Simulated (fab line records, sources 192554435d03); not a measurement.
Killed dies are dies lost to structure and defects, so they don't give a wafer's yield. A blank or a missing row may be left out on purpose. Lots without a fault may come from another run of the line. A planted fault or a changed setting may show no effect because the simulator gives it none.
fab line records | flow n5_finfet
record lots=24 wafers=72 last_day=18
route steps=1938 shown BEOL_M9@1417 BEOL_M10@1473
lots that met no fault: from a run of the same line without faults
start_h: hours from the record's first day to the start of the lot's first wafer shown | wait_h: hours since the lot's step before | " the same as in the row above | L1.1+2: a row that stands for several wafers | - no value, or no start given | * or withheld: withheld | < > ~ a bound
route shown NAME@n: a module of which the file shows steps, and the number in the route of the first | usual: mean/standard deviation of fault-free wafers | same: alike in all rows | chamber/n: place in a boat | sites: the reading at each site | _std_site: their standard deviation | _edge_site: outer sites' mean less inner sites' | radius_mm: how far each site lies from the wafer's centre | mask NAME#n: copy n | behind: the tool/chamber that last shaped the wafer | hold: why the lot was held/for how many hours/how that ended | device: the transistor (n, p or np) that didn't switch | end of line: the same wafers' tests at the end of the route | a step without rows: its recipe alone | killed: dies lost to structure and defects at the first sort, not the wafer's yield | map: a wafer's dies, x killed, . not, _ none there
set.NAME: the setting as run; set.NAME@STEP: as run at that earlier step | model.NAME: the simulator's own value behind a step, which no gauge read
steps of the route over a sample of lots; a table a step, a row a wafer
services: from which hour (start_h, from the record's first day; less than 0 if before it) a tool's chamber was out of use, for how many hours, and why
## steps
# step N5_BEOL_M9_DESCUM_16
# recipe chemistry=O2 time_s=7.9 source_power_w=50 bias_power_w=20 pressure_mtorr=20 rf_frequency_hz=2.712e+07 temp_c=40 resist=CAR-ArF o2_flow_sccm=225
# usual drypump_motor_current_A=5.6/0.42 oes_product_au=0.78/0.086 rf_vpp_V=243.2/1.2 showerhead_plenum_p_Torr=2.10/0.073 throttle_valve_pct=20.58/0.19
# columns lot.wafer tool chamber start_h wait_h drypump_motor_current_A oes_product_au rf_hours_counter_h rf_vpp_V showerhead_plenum_p_Torr throttle_valve_pct
L074.3 rie_diel-06 2 219.13 0.0 6.0 0.68 231 242.9 2.06 20.49
L074.4 " 1 " " 5.7 0.74 185 242.7 2.07 20.62
L074.6 " 3 " " 6.2 0.87 - 243.2 2.12 20.25
L076.1 rie_diel-04 3 229.56 0.1 5.2 0.84 52 242.2 2.06 20.55
L076.4 " 2 " " 5.7 0.68 240 241.5 1.99 20.98
L076.6 " 2 " " 5.7 0.68 - 241.7 1.99 20.99
L075.1 rie_diel-03 1 229.72 0.1 5.4 0.87 36 245.1 2.23 20.53
L075.3 " 0 " " 5.1 0.71 214 243.4 2.06 20.45
L075.5 " 1 " " 5.3 0.85 - 244.5 2.23 20.52
L077.3 rie_diel-04 3 251.10 1.3 5.2 0.83 61 242.4 2.06 20.57
L077.4 " 2 " " 5.7 0.68 248 241.3 1.99 20.99
L077.6 " 0 " " 5.9 0.71 - 243.5 2.09 20.78
L079.1 rie_diel-04 3 257.02 0.2 5.1 0.82 64 242.3 2.05 20.57
L079.4 " 0 " " 6.0 0.70 - 242.8 2.09 20.78
L079.6 " 3 " " 5.2 0.82 - 243.0 2.05 20.57
L078.2 rie_diel-06 1 257.06 0.1 5.7 0.74 200 242.5 2.07 20.66
L078.3 " 2 " " 6.1 0.67 245 242.0 2.05 20.53
L078.6 " 3 " " 6.2 0.84 - 243.9 2.11 20.27
L080.4 rie_diel-03 1 260.49 0.1 5.4 0.86 40 245.4 2.23 20.54
L080.5 " 1 " " 5.4 0.86 - 245.9 2.23 20.53
L080.6 " 0 " " 5.1 0.71 - 243.4 2.06 20.45
L082.2 rie_diel-04 3 270.18 0.1 5.2 0.82 70 242.3 2.05 20.59
L082.4 " 1 " " 5.2 0.69 233 243.5 2.06 20.42
L082.5 " 0 " " 5.9 0.70 - 241.1 2.08 20.80
L081.3 rie_diel-06 3 270.30 0.0 6.2 0.85 66 243.6 2.11 20.29
L081.5 " 1 " " 5.7 0.74 - 242.8 2.07 20.64
L081.6 " 3 " " 6.2 0.85 - 244.0 2.11 20.31
L083.1 rie_diel-03 2 273.37 0.0 5.3 0.87 27 242.0 2.05 20.09
L083.4 " 0 " " 5.1 0.70 221 243.7 2.06 20.47
L083.6 " 0 " " 5.1 0.70 - 243.4 2.06 20.46
L084.1 rie_diel-03 3 280.12 0.0 6.4 0.86 74 243.6 2.13 20.71
L084.4 " 1 " " 5.4 0.86 46 245.4 2.23 20.53
L084.6 " 1 " " 5.4 0.86 - 244.4 2.23 20.53
L085.1 rie_diel-04 1 290.84 0.0 5.2 0.68 240 243.3 2.06 20.43
L085.2 " 2 " " 5.7 0.96 9 244.3 2.25 20.71
L085.3 " 0 " " 5.9 0.70 222 243.1 2.08 20.82
L087.1 rie_diel-04 1 296.07 0.0 5.3 0.68 242 244.2 2.06 20.41
L087.3 " 0 " " 5.9 0.70 224 241.4 2.08 20.82
L087.5 " 0 " " 5.9 0.69 - 243.7 2.08 20.81
L086.2 rie_diel-03 0 298.50 0.5 5.1 0.70 228 244.3 2.06 20.48
L086.3 " 3 " " 6.4 0.85 79 243.9 2.13 20.68
L086.4 " 3 " " 6.3 0.85 - 242.8 2.13 20.69
L090.1 rie_diel-04 2 307.55 0.5 5.7 0.93 15 245.6 2.25 20.72
L090.3 " 3 " " 5.2 0.81 81 242.5 2.05 20.59
L090.6 " 3 " " 5.1 0.81 - 242.4 2.05 20.60
L089.1 rie_diel-04 1 311.43 0.0 5.2 0.69 247 243.1 2.05 20.43
L089.5 " 0 " " 5.9 0.69 - 243.0 2.08 20.83
L089.6 " 3 " " 5.1 0.81 - 242.9 2.05 20.59
L088.1 rie_diel-06 0 315.41 0.1 5.2 0.78 118 242.1 2.00 20.26
L088.4 " 2 " " 6.1 0.93 7 243.0 2.05 20.32
L088.5 " 2 " " 6.1 0.94 - 242.9 2.05 20.29
L093.1 rie_diel-04 2 327.16 0.1 5.7 0.93 21 245.5 2.25 20.75
L093.3 " 0 " " 5.9 0.69 234 242.2 2.08 20.82
L093.4 " 1 " " 5.2 0.68 251 242.7 2.05 20.45
L092.1 rie_diel-03 1 327.29 0.0 5.4 0.83 65 243.7 2.22 20.57
L092.2 " 3 " " 6.4 0.83 93 244.7 2.12 20.72
L092.3 " 0 " " 5.1 0.70 239 242.8 2.05 20.49
L091.1 rie_diel-04 3 347.59 1.2 5.2 0.80 97 241.2 2.04 20.61
L091.2 " 0 " " 5.9 0.68 243 241.2 2.07 20.85
L091.4 " 3 " " 5.2 0.79 - 241.6 2.04 20.60
L094.3 rie_diel-03 3 349.95 0.2 6.4 0.82 104 243.0 2.12 20.74
L094.4 " 1 " " 5.4 0.82 - 244.9 2.22 20.57
L094.6 " 0 " " 5.1 0.69 - 241.4 2.05 20.52
L096.3 rie_diel-04 3 350.53 0.1 5.2 0.79 98 241.8 2.04 20.61
L096.5 " 2 " " 5.7 0.92 - 245.4 2.24 20.74
L096.6 " 3 " " 5.2 0.80 - 243.3 2.04 20.62
L095.2 rie_diel-04 3 355.46 0.8 5.2 0.80 101 241.6 2.04 20.62
L095.5 " 2 " " 5.7 0.91 - 245.2 2.24 20.76
L095.6 " 3 " " 5.1 0.80 - 241.2 2.04 20.62
L097.2 rie_diel-03 1 360.80 0.2 5.4 0.81 82 245.8 2.22 20.60
L097.3 " 3 " " 6.4 0.80 110 242.2 2.12 20.74
L097.5 " 0 " " 5.1 0.68 - 243.4 2.05 20.51
# step N5_BEOL_M9_STRIP_19
# recipe chemistry=O2 power_w=400 temp_c=40 pressure_mtorr=30 rf_frequency_hz=6e+07 bias_power_w=0 overash_fraction=0.2 o2_flow_sccm=225
# usual drypump_motor_current_A=5.6/0.46 oes_product_au=0.80/0.082 rf_vpp_V=3.7/0.56 showerhead_plenum_p_Torr=2.11/0.071 throttle_valve_pct=16.76/0.21
# columns lot.wafer tool chamber start_h wait_h drypump_motor_current_A oes_product_au rf_hours_counter_h rf_vpp_V showerhead_plenum_p_Torr throttle_valve_pct
L074.3 rie_diel-06 0 219.52 0.1 5.2 0.81 83 3.9 2.02 16.46
L074.4 " 3 " " 6.2 0.87 46 3.9 2.12 16.45
L074.6 " 1 " " 5.7 0.74 - 3.8 2.08 16.89
L076.1 rie_diel-03 2 229.97 0.1 5.3 0.90 19 3.5 2.06 16.28
L076.4 " 3 " " 6.4 0.87 66 3.4 2.14 16.87
L076.6 " 1 " " 5.4 0.88 - 4.1 2.24 16.74
L075.1 rie_diel-06 2 230.11 0.1 6.0 0.68 234 3.5 2.06 16.85
L075.3 " 1 " " 5.7 0.74 189 4.4 2.08 16.89
L075.5 " 0 " " 5.2 0.80 - 2.9 2.02 16.48
L077.3 rie_diel-04 2 251.64 0.2 5.7 0.68 249 3.3 1.99 17.20
L077.4 " 0 " " 5.9 0.69 206 4.3 2.09 17.07
L077.6 " 1 " " 5.2 0.70 - 3.8 2.07 16.69
L079.1 rie_diel-03 1 257.41 0.1 5.4 0.87 40 4.2 2.23 16.76
L079.4 " 2 " " 5.3 0.88 22 3.3 2.06 16.30
L079.6 " 1 " " 5.4 0.86 - 3.9 2.23 16.75
L078.2 rie_diel-03 0 257.45 0.1 5.1 0.70 216 4.3 2.06 16.77
L078.3 " 1 " " 5.4 0.86 40 3.3 2.23 16.78
L078.6 " 0 " " 5.1 0.71 - 3.6 2.07 16.77
L080.4 rie_diel-06 0 260.90 0.1 5.2 0.79 100 3.2 2.01 16.52
L080.5 " 2 " " 6.0 0.67 - 3.8 2.05 16.88
L080.6 " 3 " " 6.2 0.85 - 4.1 2.12 16.50
L082.2 rie_diel-03 2 270.60 0.1 5.3 0.87 26 3.3 2.06 16.28
L082.4 " 0 " " 5.1 0.70 220 3.5 2.06 16.76
L082.5 " 3 " " 6.3 0.85 - 2.5 2.14 16.87
L081.3 rie_diel-04 2 270.75 0.1 5.7 1.00 2 3.1 2.26 16.78
L081.5 " 3 " " 5.1 0.83 - 3.5 2.06 16.74
L081.6 " 0 " " 5.9 0.71 - 4.1 2.09 17.06
L083.1 rie_diel-03 0 273.75 0.1 5.1 0.70 221 4.5 2.06 16.78
L083.4 " 3 " " 6.3 0.86 73 4.4 2.14 16.89
L083.6 " 3 " " 6.4 0.86 - 3.3 2.14 16.89
L084.1 rie_diel-03 1 280.60 0.2 5.4 0.85 46 3.6 2.23 16.78
L084.4 " 0 " " 5.1 0.71 223 3.8 2.06 16.78
L084.6 " 3 " " 6.4 0.86 - 3.8 2.14 16.89
L085.1 rie_diel-03 3 291.35 0.2 6.4 0.86 77 2.5 2.14 16.89
L085.2 " 2 " " 5.3 0.87 31 3.6 2.06 16.32
L085.3 " 1 " " 5.4 0.86 49 4.3 2.23 16.76
L087.1 rie_diel-03 3 296.45 0.1 6.4 0.85 78 3.7 2.13 16.89
L087.3 " 2 " " 5.3 0.87 32 3.2 2.06 16.30
L087.5 " 0 " " 5.1 0.71 - 4.0 2.06 16.80
L086.2 rie_diel-06 0 298.89 0.1 5.2 0.76 113 3.2 2.01 16.51
L086.3 " 3 " " 6.2 0.83 77 3.1 2.11 16.49
L086.4 " 1 " " 5.7 0.73 215 4.4 2.07 16.94
L090.1 rie_diel-03 0 307.94 0.1 5.1 0.70 233 4.1 2.06 16.79
L090.3 " 1 " " 5.4 0.83 56 3.2 2.23 16.76
L090.6 " 1 " " 5.4 0.83 - 3.8 2.23 16.78
L089.1 rie_diel-03 3 311.93 0.2 6.4 0.84 85 2.6 2.13 16.92
L089.5 " 1 " " 5.4 0.83 - 3.7 2.23 16.81
L089.6 " 3 " " 6.4 0.84 - 3.5 2.13 16.91
L088.1 rie_diel-04 2 315.90 0.2 5.7 0.94 17 4.2 2.25 16.81
L088.4 " 3 " " 5.2 0.81 84 4.2 2.05 16.76
L088.5 " 2 " " 5.7 0.93 - 3.2 2.25 16.80
L093.1 rie_diel-04 2 327.55 0.1 5.7 0.94 21 3.8 2.25 16.82
L093.3 " 1 " " 5.2 0.68 251 3.4 2.06 16.75
L093.4 " 0 " " 5.9 0.69 234 3.8 2.08 17.10
L092.1 rie_diel-06 1 327.78 0.2 5.7 0.71 224 4.8 2.07 16.97
L092.2 " 3 " " 6.2 0.82 87 4.0 2.11 16.53
L092.3 " 2 " " 6.0 0.94 11 2.9 2.05 16.52
L091.1 rie_diel-04 0 347.98 0.1 5.9 0.69 243 3.8 2.08 17.13
L091.2 " 2 " " 5.7 0.91 31 3.1 2.25 16.84
L091.4 " 2 " " 5.7 0.93 - 3.8 2.25 16.85
L094.3 rie_diel-03 1 350.46 0.2 5.4 0.81 76 3.7 2.22 16.82
L094.4 " 1 " " 5.4 0.82 - 3.1 2.22 16.81
L094.6 " 0 " " 5.1 0.69 - 4.7 2.05 16.82
L096.3 rie_diel-03 0 351.03 0.2 5.1 0.69 250 3.2 2.05 16.82
L096.5 " 3 " " 6.4 0.82 - 3.1 2.12 16.93
L096.6 " 1 " " 5.4 0.82 - 4.0 2.22 16.82
L095.2 rie_diel-03 0 355.88 0.1 5.1 0.69 253 2.9 2.05 16.84
L095.5 " 1 " " 5.4 0.81 - 3.5 2.22 16.83
L095.6 " 0 " " 5.1 0.69 - 3.8 2.05 16.83
L097.2 rie_diel-04 0 361.22 0.1 5.9 0.68 250 3.4 2.08 17.14
L097.3 " 3 " " 5.2 0.79 104 3.1 2.04 16.81
L097.5 " 2 " " 5.7 0.90 - 3.2 2.25 16.84
# step N5_BEOL_M9_CD_MEAS_18
# recipe pitch_nm=140 target_cd_nm=70
# usual cd_nm=69.8/0.84
# columns lot.wafer tool chamber start_h wait_h cd_nm
L074.3 cd_sem-01 - 219.59 0.1 69.4
L074.4 " - " " 68.6
L074.6 " - " " 69.9
L076.1 cd_sem-03 - 230.04 0.0 70.1
L076.4 " - " " 70.1
L076.6 " - " " 70.1
L075.1 cd_sem-01 - 230.18 0.0 68.7
L075.3 " - " " 69.1
L075.5 " - " " 70.3
L077.3 cd_sem-02 - 251.71 0.1 69.9
L077.4 " - " " 69.5
L077.6 " - " " 69.9
L079.1 cd_sem-01 - 257.48 0.0 70.2
L079.4 " - " " 69.6
L079.6 " - " " 70.0
L078.2 cd_sem-03 - 257.52 0.1 71.0
L078.3 " - " " 70.3
L078.6 " - " " 69.8
L080.4 cd_sem-01 - 260.97 0.1 68.8
L080.5 " - " " 69.8
L080.6 " - " " 70.1
L082.2 cd_sem-03 - 270.67 0.1 69.0
L082.4 " - " " 68.6
L082.5 " - " " 69.3
L081.3 cd_sem-02 - 270.83 0.1 69.0
L081.5 " - " " 69.5
L081.6 " - " " 68.5
L083.1 cd_sem-02 - 273.82 0.0 69.9
L083.4 " - " " 69.6
L083.6 " - " " 69.2
L084.1 cd_sem-01 - 280.67 0.0 71.2
L084.4 " - " " 70.8
L084.6 " - " " 69.9
L085.1 cd_sem-02 - 291.42 0.0 69.0
L085.2 " - " " 70.6
L085.3 " - " " 70.4
L087.1 cd_sem-03 - 296.52 0.1 70.3
L087.3 " - " " 69.9
L087.5 " - " " 69.7
L086.2 cd_sem-01 - 298.96 0.1 70.4
L086.3 " - " " 71.0
L086.4 " - " " 70.1
L090.1 cd_sem-03 - 308.01 0.0 69.9
L090.3 " - " " 71.4
L090.6 " - " " 69.9
L089.1 cd_sem-02 - 312.00 0.0 68.5
L089.5 " - " " 68.7
L089.6 " - " " 70.2
L088.1 cd_sem-01 - 315.97 0.0 68.6
L088.4 " - " " 70.0
L088.5 " - " " 70.5
L093.1 cd_sem-02 - 327.62 0.0 71.8
L093.3 " - " " 70.3
L093.4 " - " " 71.0
L092.1 cd_sem-01 - 327.85 0.0 69.4
L092.2 " - " " 69.8
L092.3 " - " " 70.0
L091.1 cd_sem-03 - 348.05 0.0 69.7
L091.2 " - " " 68.4
L091.4 " - " " 69.8
L094.3 cd_sem-03 - 350.53 0.1 70.8
L094.4 " - " " 69.6
L094.6 " - " " 68.9
L096.3 cd_sem-03 - 351.10 0.1 68.7
L096.5 " - " " 69.8
L096.6 " - " " 69.3
L095.2 cd_sem-03 - 355.95 0.1 68.9
L095.5 " - " " 70.1
L095.6 " - " " 69.0
L097.2 cd_sem-03 - 361.30 0.1 70.3
L097.3 " - " " 70.4
L097.5 " - " " 69.3
# step N5_BEOL_M9_TRENCH_ETCH_37
# recipe chemistry=C4F6/O2 target_depth_a=1514.3 target=SiCOH_lowk time_s=49 ion_energy_ev=250 pressure_mtorr=30 source_w=345 bias_w=185 Ar_flow_sccm=300 C4F6_flow_sccm=10 O2_flow_sccm=10
# usual drypump_motor_current_A=5.6/0.43 oes_product_au=0.78/0.08 rf_vpp_V=677/30 showerhead_plenum_p_Torr=2.84/0.092 throttle_valve_pct=21.02/0.18
# columns lot.wafer tool chamber start_h wait_h drypump_motor_current_A oes_product_au rf_hours_counter_h rf_vpp_V showerhead_plenum_p_Torr throttle_valve_pct
L074.3 rie_diel-06 2 - - 6.1 0.67 231 653 2.79 20.97
L074.4 " 1 " " 5.7 0.74 186 715 2.80 20.98
L074.6 " 2 " " 6.0 0.68 - 653 2.79 20.97
L076.1 rie_diel-04 0 - - 5.9 0.70 197 643 2.81 21.11
L076.4 " 3 " " 5.2 0.84 53 647 2.77 20.86
L076.6 " 3 " " 5.2 0.83 - 647 2.77 20.84
L075.1 rie_diel-03 2 - - 5.3 0.89 19 672 2.80 20.58
L075.3 " 0 " " 5.1 0.70 214 716 2.84 21.14
L075.5 " 0 " " 5.1 0.70 - 714 2.84 21.15
L077.3 rie_diel-06 0 - - 5.2 0.78 98 662 2.75 20.73
L077.4 " 2 " " 6.0 0.67 244 653 2.78 21.00
L077.6 " 1 " " 5.7 0.73 - 715 2.79 20.99
L079.1 rie_diel-04 0 - - 5.9 0.70 210 644 2.81 21.15
L079.4 " 0 " " 5.9 0.70 - 643 2.81 21.14
L079.6 " 1 " " 5.2 0.69 - 644 2.81 20.94
L078.2 rie_diel-06 2 - - 6.0 0.67 246 651 2.78 20.98
L078.3 " 3 " " 6.2 0.84 62 676 2.91 20.99
L078.6 " 3 " " 6.2 0.84 - 678 2.91 21.00
L080.4 rie_diel-06 0 - - 5.2 0.78 101 662 2.75 20.76
L080.5 " 0 " " 5.2 0.78 - 662 2.75 20.75
L080.6 " 1 " " 5.7 0.72 - 714 2.79 21.01
L082.2 rie_diel-04 0 - - 5.9 0.69 215 643 2.80 21.13
L082.4 " 3 " " 5.1 0.82 71 646 2.76 20.89
L082.5 " 0 " " 5.9 0.70 - 642 2.80 21.15
L081.3 rie_diel-03 0 - - 5.1 0.70 221 713 2.84 21.15
L081.5 " 1 " " 5.4 0.85 - 719 3.02 21.05
L081.6 " 0 " " 5.1 0.71 - 715 2.84 21.15
L083.1 rie_diel-06 3 - - 6.2 0.83 68 677 2.91 20.99
L083.4 " 0 " " 5.2 0.77 - 660 2.74 20.75
L083.6 " 1 " " 5.7 0.71 - 714 2.79 21.00
L084.1 rie_diel-03 0 - - 5.1 0.69 223 715 2.84 21.14
L084.4 " 3 " " 6.3 0.86 75 658 2.91 21.30
L084.6 " 2 " " 5.3 0.86 - 672 2.80 20.59
L085.1 rie_diel-06 0 - - 5.2 0.77 110 663 2.74 20.76
L085.2 " 1 " " 5.7 0.72 213 714 2.79 21.01
L085.3 " 3 " " 6.2 0.81 74 678 2.91 20.99
L087.1 rie_diel-04 1 - - 5.3 0.68 243 644 2.81 20.97
L087.3 " 2 " " 5.7 0.96 12 644 3.04 21.11
L087.5 " 0 " " 5.9 0.68 - 642 2.80 21.17
L086.2 rie_diel-06 1 - - 5.7 0.72 215 714 2.78 21.02
L086.3 " 0 " " 5.2 0.77 113 664 2.74 20.77
L086.4 " 2 " " 6.1 0.97 1 653 2.78 20.74
L090.1 rie_diel-03 0 - - 5.1 0.69 234 715 2.83 21.16
L090.3 " 1 " " 5.4 0.84 57 720 3.01 21.09
L090.6 " 1 " " 5.4 0.83 - 720 3.01 21.09
L089.1 rie_diel-03 3 - - 6.4 0.85 86 660 2.91 21.34
L089.5 " 0 " " 5.1 0.69 - 714 2.83 21.18
L089.6 " 1 " " 5.4 0.83 - 718 3.01 21.07
L088.1 rie_diel-03 1 - - 5.4 0.82 62 718 3.01 21.08
L088.4 " 1 " " 5.4 0.82 - 719 3.01 21.08
L088.5 " 3 " " 6.4 0.84 - 660 2.90 21.34
L093.1 rie_diel-06 0 - - 5.2 0.75 123 662 2.74 20.78
L093.3 " 1 " " 5.7 0.70 225 712 2.78 21.04
L093.4 " 2 " " 6.1 0.92 12 653 2.77 20.76
L092.1 rie_diel-06 2 - - 6.1 0.93 12 651 2.77 20.76
L092.2 " 0 " " 5.2 0.76 123 663 2.74 20.76
L092.3 " 1 " " 5.7 0.71 225 713 2.78 21.02
L091.1 rie_diel-03 1 - - 5.4 0.81 76 719 3.00 21.10
L091.2 " 3 " " 6.3 0.83 103 656 2.90 21.36
L091.4 " 1 " " 5.4 0.81 - 719 3.00 21.13
L094.3 rie_diel-04 0 - - 5.9 0.68 245 643 2.79 21.19
L094.4 " 0 " " 5.9 0.68 - 641 2.79 21.18
L094.6 " 3 " " 5.2 0.80 - 645 2.75 20.92
L096.3 rie_diel-03 1 - - 5.4 0.81 78 719 3.00 21.11
L096.5 " 1 " " 5.4 0.81 - 718 3.00 21.12
L096.6 " 0 " " 5.1 0.68 - 715 2.82 21.20
L095.2 rie_diel-06 1 - - 5.7 0.70 229 715 2.78 21.04
L095.5 " 1 " " 5.7 0.70 - 716 2.78 21.06
L095.6 " 0 " " 5.2 0.75 - 663 2.73 20.79
L097.2 rie_diel-04 0 - - 5.9 0.68 250 643 2.79 21.19
L097.3 " 3 " " 5.2 0.79 104 645 2.75 20.94
L097.5 " 3 " " 5.2 0.79 - 645 2.75 20.94
# step N5_BEOL_M9_CD_MEAS_35
# recipe target_cd_nm=70 target_cd_y_nm=40 polarity=opening
# usual cd_nm=69.7/0.87
# columns lot.wafer tool chamber start_h wait_h cd_nm
L074.3 cd_sem-02 - 221.75 0.0 69.0
L074.4 " - " " 68.6
L074.6 " - " " 69.7
L076.1 cd_sem-01 - 232.53 0.0 70.0
L076.4 " - " " 70.5
L076.6 " - " " 70.4
L075.1 cd_sem-02 - 232.65 0.0 68.9
L075.3 " - " " 68.9
L075.5 " - " " 70.4
L077.3 cd_sem-03 - 253.71 0.0 69.6
L077.4 " - " " 69.0
L077.6 " - " " 70.2
L079.1 cd_sem-02 - 259.65 0.0 69.1
L079.4 " - " " 69.9
L079.6 " - " " 70.0
L078.2 cd_sem-01 - 259.70 0.0 70.3
L078.3 " - " " 70.6
L078.6 " - " " 70.1
L080.4 cd_sem-02 - 262.34 0.0 68.8
L080.5 " - " " 69.6
L080.6 " - " " 70.0
L082.2 cd_sem-01 - 271.83 0.0 68.9
L082.4 " - " " 69.0
L082.5 " - " " 69.6
L081.3 cd_sem-03 - 272.04 0.0 69.1
L081.5 " - " " 69.7
L081.6 " - " " 68.7
L083.1 cd_sem-03 - 275.66 0.0 69.8
L083.4 " - " " 69.6
L083.6 " - " " 69.2
L084.1 cd_sem-02 - 281.79 0.0 70.8
L084.4 " - " " 70.6
L084.6 " - " " 70.3
L085.1 cd_sem-01 - 292.68 0.0 68.5
L085.2 " - " " 70.7
L085.3 " - " " 69.8
L087.1 cd_sem-03 - 299.01 0.0 70.3
L087.3 " - " " 70.0
L087.5 " - " " 69.6
L086.2 cd_sem-03 - 300.13 0.0 70.1
L086.3 " - " " 70.8
L086.4 " - " " 70.2
L090.1 cd_sem-01 - 310.84 0.0 70.3
L090.3 " - " " 71.4
L090.6 " - " " 69.9
L089.1 cd_sem-01 - 313.57 0.0 68.3
L089.5 " - " " 69.0
L089.6 " - " " 69.9
L088.1 cd_sem-03 - 319.23 0.0 68.1
L088.4 " - " " 70.0
L088.5 " - " " 70.6
L093.1 cd_sem-01 - 330.81 0.0 72.0
L093.3 " - " " 70.4
L093.4 " - " " 70.8
L092.1 cd_sem-01 - 331.23 0.0 69.3
L092.2 " - " " 69.7
L092.3 " - " " 70.4
L091.1 cd_sem-03 - 349.67 0.0 69.8
L091.2 " - " " 68.9
L091.4 " - " " 69.3
L094.3 cd_sem-03 - 351.70 0.0 70.5
L094.4 " - " " 69.9
L094.6 " - " " 69.0
L096.3 cd_sem-02 - 353.83 0.0 68.4
L096.5 " - " " 69.8
L096.6 " - " " 69.5
L095.2 cd_sem-01 - 357.72 0.0 68.9
L095.5 " - " " 69.9
L095.6 " - " " 68.9
L097.2 cd_sem-03 - 364.23 0.0 70.2
L097.3 " - " " 70.6
L097.5 " - " " 69.0
# step N5_BEOL_M10_PECVD_70
# recipe material=SiO2 target_thk_a=200 temp_c=400 precursor=TEOS/O2 pressure_torr=5.5 rf_w=450 teos_flow_sccm=53.8 gas=O2 flow_sccm=3000 time_s=22.7
# usual heater_power_w=698/130 showerhead_plenum_p_Torr=8.78/0.064 throttle_valve_pct=22.0/0.67
# columns lot.wafer tool chamber start_h wait_h heater_power_w showerhead_plenum_p_Torr throttle_valve_pct
L074.3 pecvd-04 0 224.78 0.1 710 8.76 22.2
L074.4 " 1 " " 591 8.79 22.4
L074.6 " 0 " " 697 8.77 22.0
L076.1 pecvd-02 2 236.71 0.0 800 8.83 20.9
L076.4 " 0 " " 456 8.88 21.0
L076.6 " 2 " " 811 8.82 20.7
L075.1 pecvd-04 0 237.19 0.0 640 8.76 22.2
L075.3 " 1 " " 557 8.81 22.5
L075.5 " 2 " " 742 8.66 21.8
L077.3 pecvd-04 1 258.38 0.0 626 8.80 22.5
L077.4 " 0 " " 698 8.74 22.2
L077.6 " 1 " " 634 8.78 22.5
L079.1 pecvd-04 2 262.82 0.0 900 8.65 21.6
L079.4 " 1 " " 639 8.79 22.3
L079.6 " 2 " " 863 8.66 21.6
L078.2 pecvd-01 2 263.23 0.0 680 8.74 23.0
L078.3 " 1 " " 527 8.82 22.3
L078.6 " 1 " " 522 8.83 22.2
L080.4 pecvd-04 1 265.55 0.1 616 8.79 22.5
L080.5 " 0 " " 679 8.75 22.1
L080.6 " 2 " " 821 8.67 21.7
L082.2 pecvd-02 2 274.97 0.0 862 8.84 21.1
L082.4 " 2 " " 848 8.82 21.1
L082.5 " 1 " " 730 8.83 22.3
L081.3 pecvd-04 2 275.24 0.0 871 8.66 21.7
L081.5 " 1 " " 583 8.80 22.3
L081.6 " 2 " " 868 8.66 21.9
L083.1 pecvd-04 0 278.74 0.0 648 8.75 22.3
L083.4 " 1 " " 595 8.79 22.4
L083.6 " 2 " " 827 8.63 21.4
L084.1 pecvd-04 2 286.71 0.0 810 8.67 21.7
L084.4 " 0 " " 630 8.76 22.5
L084.6 " 1 " " 632 8.80 22.4
L085.1 pecvd-01 2 295.51 0.0 589 8.73 22.9
L085.2 " 0 " " 967 8.76 22.4
L085.3 " 1 " " 513 8.85 22.4
L087.1 pecvd-04 1 302.53 0.0 632 8.79 22.4
L087.3 " 0 " " 670 8.75 22.3
L087.5 " 2 " " 846 8.67 21.9
L086.2 pecvd-02 0 303.57 0.0 530 8.88 20.7
L086.3 " 2 " " 815 8.82 21.0
L086.4 " 2 " " 803 8.82 21.0
L090.1 pecvd-02 2 315.24 0.0 784 8.83 21.2
L090.3 " 0 " " 548 8.88 20.8
L090.6 " 1 " " 742 8.82 21.7
L089.1 pecvd-01 2 317.29 0.0 620 8.75 23.3
L089.5 " 1 " " 534 8.83 22.2
L089.6 " 2 " " 622 8.77 23.2
L088.1 pecvd-04 2 322.38 0.0 777 8.66 22.0
L088.4 " 2 " " 777 8.67 22.0
L088.5 " 0 " " 620 8.80 22.3
L093.1 pecvd-01 0 333.57 0.0 926 8.74 22.5
L093.3 " 2 " " 580 8.75 23.4
L093.4 " 1 " " 438 8.83 22.3
L092.1 pecvd-02 1 334.52 0.0 705 8.82 21.8
L092.2 " 2 " " 860 8.84 21.3
L092.3 " 0 " " 568 8.87 20.9
L091.1 pecvd-02 0 353.68 0.0 558 8.90 20.8
L091.2 " 2 " " 817 8.82 21.1
L091.4 " 0 " " 556 8.88 20.5
L094.3 pecvd-04 0 355.25 0.0 679 8.77 22.3
L094.4 " 1 " " 649 8.79 22.8
L094.6 " 0 " " 713 8.74 22.8
L096.3 pecvd-02 2 356.76 0.0 854 8.83 21.1
L096.5 " 2 " " 878 8.82 21.5
L096.6 " 0 " " 452 8.90 20.7
L095.2 pecvd-01 0 362.02 0.0 926 8.76 22.5
L095.5 " 2 " " 678 8.75 23.3
L095.6 " 1 " " 484 8.81 22.2
L097.2 pecvd-02 0 369.27 0.0 526 8.86 20.8
L097.3 " 2 " " 803 8.84 21.3
L097.5 " 2 " " 799 8.81 21.4
## services
# columns tool chamber start_h hours kind
pecvd-02 - 218.26 16.8 repair
pecvd-02 - 237.05 4.3 pm
rie_diel-03 - 239.00 15.6 pm
rie_diel-04 2 254.55 - clean
rie_diel-04 2 254.55 - consumable_replace:focus_ring
rie_diel-04 2 254.55 - consumable_replace:showerhead
rie_diel-04 2 254.55 11.3 scheduled_down
rie_diel-04 2 254.55 11.3 vent_cycle
pecvd-01 - 259.73 2.9 repair
rie_diel-06 0 267.66 4.5 repair
rie_diel-04 3 278.44 4.5 repair
rie_diel-03 2 296.51 115.9 repair
rie_diel-04 3 296.85 3.5 repair
rie_diel-04 1 334.75 7.2 repair
rie_diel-06 - 340.42 15.6 pm
rie_diel-04 1 342.30 - clean
rie_diel-04 1 342.30 - consumable_replace:focus_ring
rie_diel-04 1 342.30 23.1 scheduled_down
rie_diel-04 1 342.30 23.1 vent_cycle
pecvd-04 - 350.00 0.5 repair
rie_diel-04 0 365.36 - clean
rie_diel-04 0 365.36 - consumable_replace:focus_ring
rie_diel-04 0 365.36 12.6 scheduled_down
rie_diel-04 0 365.36 12.6 vent_cycle
## key
fault none
